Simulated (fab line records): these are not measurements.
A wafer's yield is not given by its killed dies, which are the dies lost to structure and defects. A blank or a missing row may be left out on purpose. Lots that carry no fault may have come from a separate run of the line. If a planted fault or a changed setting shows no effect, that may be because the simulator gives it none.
Chamber matching :: flow n5_finfet :: 4 sister chambers for N5_BEOL_M4_DESCUM_16 on rie_diel-06
The step chemistry O2, time 7 s. 33 wafers are shown with their chamber, then 12 later ones without.

== EACH WAFER AND ITS CHAMBER ==
wafer: L074.1
chamber: 2
showerhead_plenum_p_Torr (Torr): 2.05
oes_product_au (a.u.): 0.87
throttle_valve_pct (%): 20.35

wafer: L074.3
chamber: 1
showerhead_plenum_p_Torr (Torr): 2.14
oes_product_au (a.u.): 0.92
throttle_valve_pct (%): 20.43

wafer: L074.6
chamber: 1
showerhead_plenum_p_Torr (Torr): 2.14
oes_product_au (a.u.): 0.92
throttle_valve_pct (%): 20.43

wafer: L076.2
chamber: 0
showerhead_plenum_p_Torr (Torr): 2.06
oes_product_au (a.u.): 0.72
throttle_valve_pct (%): 20.29

wafer: L076.3
chamber: 2
showerhead_plenum_p_Torr (Torr): 2.05
oes_product_au (a.u.): 0.87
throttle_valve_pct (%): 20.35

wafer: L076.6
chamber: 0
showerhead_plenum_p_Torr (Torr): 2.06
oes_product_au (a.u.): 0.72
throttle_valve_pct (%): 20.30

wafer: L081.4
chamber: 2
showerhead_plenum_p_Torr (Torr): 2.04
oes_product_au (a.u.): 0.84
throttle_valve_pct (%): 20.37

wafer: L081.5
chamber: 3
showerhead_plenum_p_Torr (Torr): 2.06
oes_product_au (a.u.): 0.70
throttle_valve_pct (%): 20.62

wafer: L081.6
chamber: 0
showerhead_plenum_p_Torr (Torr): 2.06
oes_product_au (a.u.): 0.70
throttle_valve_pct (%): 20.32

wafer: L083.1
chamber: 1
showerhead_plenum_p_Torr (Torr): 2.14
oes_product_au (a.u.): 0.89
throttle_valve_pct (%): 20.42

wafer: L083.2
chamber: 0
showerhead_plenum_p_Torr (Torr): 2.06
oes_product_au (a.u.): 0.71
throttle_valve_pct (%): 20.33

wafer: L083.4
chamber: 3
showerhead_plenum_p_Torr (Torr): 2.06
oes_product_au (a.u.): 0.70
throttle_valve_pct (%): 20.59

wafer: L082.2
chamber: 2
showerhead_plenum_p_Torr (Torr): 2.04
oes_product_au (a.u.): 0.84
throttle_valve_pct (%): 20.37

wafer: L082.3
chamber: 1
showerhead_plenum_p_Torr (Torr): 2.14
oes_product_au (a.u.): 0.90
throttle_valve_pct (%): 20.43

wafer: L082.6
chamber: 0
showerhead_plenum_p_Torr (Torr): 2.06
oes_product_au (a.u.): 0.71
throttle_valve_pct (%): 20.34

wafer: L085.2
chamber: 3
showerhead_plenum_p_Torr (Torr): 2.06
oes_product_au (a.u.): 0.69
throttle_valve_pct (%): 20.62

wafer: L085.3
chamber: 2
showerhead_plenum_p_Torr (Torr): 2.04
oes_product_au (a.u.): 0.84
throttle_valve_pct (%): 20.38

wafer: L085.4
chamber: 3
showerhead_plenum_p_Torr (Torr): 2.06
oes_product_au (a.u.): 0.70
throttle_valve_pct (%): 20.62

wafer: L086.2
chamber: 3
showerhead_plenum_p_Torr (Torr): 2.06
oes_product_au (a.u.): 0.70
throttle_valve_pct (%): 20.63

wafer: L086.3
chamber: 2
showerhead_plenum_p_Torr (Torr): 2.04
oes_product_au (a.u.): 0.84
throttle_valve_pct (%): 20.38

wafer: L086.5
chamber: 2
showerhead_plenum_p_Torr (Torr): 2.04
oes_product_au (a.u.): 0.84
throttle_valve_pct (%): 20.39

wafer: L087.2
chamber: 3
showerhead_plenum_p_Torr (Torr): 2.06
oes_product_au (a.u.): 0.70
throttle_valve_pct (%): 20.60

wafer: L087.3
chamber: 1
showerhead_plenum_p_Torr (Torr): 2.14
oes_product_au (a.u.): 0.88
throttle_valve_pct (%): 20.43

wafer: L087.6
chamber: 1
showerhead_plenum_p_Torr (Torr): 2.14
oes_product_au (a.u.): 0.88
throttle_valve_pct (%): 20.44

wafer: L089.3
chamber: 1
showerhead_plenum_p_Torr (Torr): 2.13
oes_product_au (a.u.): 0.88
throttle_valve_pct (%): 20.46

wafer: L089.5
chamber: 1
showerhead_plenum_p_Torr (Torr): 2.13
oes_product_au (a.u.): 0.87
throttle_valve_pct (%): 20.43

wafer: L089.6
chamber: 2
showerhead_plenum_p_Torr (Torr): 2.04
oes_product_au (a.u.): 0.82
throttle_valve_pct (%): 20.40

wafer: L091.2
chamber: 1
showerhead_plenum_p_Torr (Torr): 2.13
oes_product_au (a.u.): 0.87
throttle_valve_pct (%): 20.45

wafer: L091.5
chamber: 1
showerhead_plenum_p_Torr (Torr): 2.13
oes_product_au (a.u.): 0.86
throttle_valve_pct (%): 20.46

wafer: L091.6
chamber: 0
showerhead_plenum_p_Torr (Torr): 2.05
oes_product_au (a.u.): 0.70
throttle_valve_pct (%): 20.37

wafer: L090.2
chamber: 0
showerhead_plenum_p_Torr (Torr): 2.05
oes_product_au (a.u.): 0.69
throttle_valve_pct (%): 20.38

wafer: L090.5
chamber: 1
showerhead_plenum_p_Torr (Torr): 2.13
oes_product_au (a.u.): 0.85
throttle_valve_pct (%): 20.46

wafer: L090.6
chamber: 2
showerhead_plenum_p_Torr (Torr): 2.03
oes_product_au (a.u.): 0.81
throttle_valve_pct (%): 20.42

SIGNATURES (means of the wafers above)
reading: showerhead_plenum_p_Torr
chamber 0: 2.0571
chamber 1: 2.1355
chamber 2: 2.0411
chamber 3: 2.0600
scatter within a chamber: 0.00493

reading: oes_product_au
chamber 0: 0.7071
chamber 1: 0.8836
chamber 2: 0.8411
chamber 3: 0.6983
scatter within a chamber: 0.0176

reading: throttle_valve_pct
chamber 0: 20.3329
chamber 1: 20.4400
chamber 2: 20.3789
chamber 3: 20.6133
scatter within a chamber: 0.0221
Rule: a wafer's distance from a chamber is the root of the sum, over the readings, of the square of ((its reading less the chamber's mean) divided by the reading's scatter). The wafer belongs to the nearest chamber; if the next one is less than 2 further off, it can't be placed. The scatter: take each reading less its chamber's mean, square it, sum over the shown wafers, divide by the number of wafers less the number of chambers, and take the root.

== WAFERS WITHOUT THEIR CHAMBER ==
wafer: L093.3
showerhead_plenum_p_Torr (Torr): 2.13
oes_product_au (a.u.): 0.85
throttle_valve_pct (%): 20.46

wafer: L093.4
showerhead_plenum_p_Torr (Torr): 2.03
oes_product_au (a.u.): 0.80
throttle_valve_pct (%): 20.43

wafer: L093.6
showerhead_plenum_p_Torr (Torr): 2.03
oes_product_au (a.u.): 0.81
throttle_valve_pct (%): 20.41

wafer: L095.1
showerhead_plenum_p_Torr (Torr): 2.13
oes_product_au (a.u.): 0.84
throttle_valve_pct (%): 20.47

wafer: L095.2
showerhead_plenum_p_Torr (Torr): 2.05
oes_product_au (a.u.): 0.68
throttle_valve_pct (%): 20.38

wafer: L095.4
showerhead_plenum_p_Torr (Torr): 2.06
oes_product_au (a.u.): 0.99
throttle_valve_pct (%): 20.22

wafer: L096.2
showerhead_plenum_p_Torr (Torr): 2.06
oes_product_au (a.u.): 0.98
throttle_valve_pct (%): 20.23

wafer: L096.4
showerhead_plenum_p_Torr (Torr): 2.13
oes_product_au (a.u.): 0.84
throttle_valve_pct (%): 20.49

wafer: L096.5
showerhead_plenum_p_Torr (Torr): 2.03
oes_product_au (a.u.): 0.80
throttle_valve_pct (%): 20.42

wafer: L097.1
showerhead_plenum_p_Torr (Torr): 2.13
oes_product_au (a.u.): 0.84
throttle_valve_pct (%): 20.48

wafer: L097.2
showerhead_plenum_p_Torr (Torr): 2.05
oes_product_au (a.u.): 0.68
throttle_valve_pct (%): 20.38

wafer: L097.5
showerhead_plenum_p_Torr (Torr): 2.13
oes_product_au (a.u.): 0.84
throttle_valve_pct (%): 20.47

== CHAMBER TAKEN BY EACH ==
wafer: L093.3
from the rows above: 1
in truth: 1

wafer: L093.4
from the rows above: 2
in truth: 2

wafer: L093.6
from the rows above: 2
in truth: 2

wafer: L095.1
from the rows above: 1
in truth: 1

wafer: L095.2
from the rows above: 0
in truth: 0

wafer: L095.4
from the rows above: 2
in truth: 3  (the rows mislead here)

wafer: L096.2
from the rows above: 2
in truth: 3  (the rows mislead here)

wafer: L096.4
from the rows above: 1
in truth: 1

wafer: L096.5
from the rows above: 2
in truth: 2

wafer: L097.1
from the rows above: 1
in truth: 1

wafer: L097.2
from the rows above: 0
in truth: 0

wafer: L097.5
from the rows above: 1
in truth: 1
10 of 12 placed correctly. Number that these rows cannot place: 0. Wrongly placed: 2.
